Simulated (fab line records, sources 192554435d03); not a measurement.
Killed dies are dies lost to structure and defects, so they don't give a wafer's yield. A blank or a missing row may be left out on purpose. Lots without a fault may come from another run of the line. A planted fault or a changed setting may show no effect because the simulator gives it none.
Chamber matching | flow n5_finfet | N5_ZERO_LAYER_ETCH_18 on rie_si-01: 4 sister chambers
The step etches Si in HBr/Cl2, target depth 120 nm, time 40 s. 8 wafers are shown with their chamber, then 12 later ones without.

WAFERS WITH THEIR CHAMBER
wafer  | chamber | drypump_motor_current_A (A) | throttle_valve_pct (%)
L090.5 | 0       | 6.1                         | 36.0
L091.3 | 3       | 6.5                         | 36.4
L092.3 | 1       | 4.7                         | 36.1
L092.5 | 1       | 4.7                         | 36.2
L092.6 | 2       | 5.7                         | 36.5
L093.2 | 2       | 5.7                         | 36.5
L093.5 | 0       | 6.0                         | 36.0
L093.6 | 3       | 6.6                         | 36.4

WAFERS WITHOUT THEIR CHAMBER
wafer  | drypump_motor_current_A (A) | throttle_valve_pct (%)
L094.1 | 4.7                         | 36.2
L094.4 | 6.6                         | 36.4
L094.6 | 6.6                         | 36.4
L095.1 | 5.7                         | 36.5
L095.3 | 6.1                         | 36.0
L095.4 | 4.7                         | 36.2
L096.2 | 6.6                         | 36.4
L096.4 | 4.8                         | 36.1
L096.6 | 4.7                         | 36.2
L097.1 | 6.1                         | 36.0
L097.5 | 4.7                         | 36.1
L097.6 | 5.7                         | 36.5

WHICH CHAMBER EACH WENT THROUGH
wafer  | from the rows above | in truth
L094.1 | 1                   | 1
L094.4 | 3                   | 3
L094.6 | 3                   | 3
L095.1 | 2                   | 2
L095.3 | 0                   | 0
L095.4 | 1                   | 1
L096.2 | 3                   | 3
L096.4 | 1                   | 1
L096.6 | 1                   | 1
L097.1 | 0                   | 0
L097.5 | 1                   | 1
L097.6 | 2                   | 2
Placed correctly: 12 of 12. Can't be placed from these rows: 0. Placed wrongly: 0.
How it was worked out, from the rows above alone: a wafer's distance from a chamber is the root of the sum, over the readings, of the square of ((its reading less the chamber's mean) divided by the reading's scatter). The wafer belongs to the nearest chamber; if the next one is less than 2 further off, it can't be placed. A chamber's mean is the mean of its shown wafers. The scatter: the root of (the sum of the squares of (reading less its chamber's mean) over the shown wafers, divided by (wafers less chambers)).
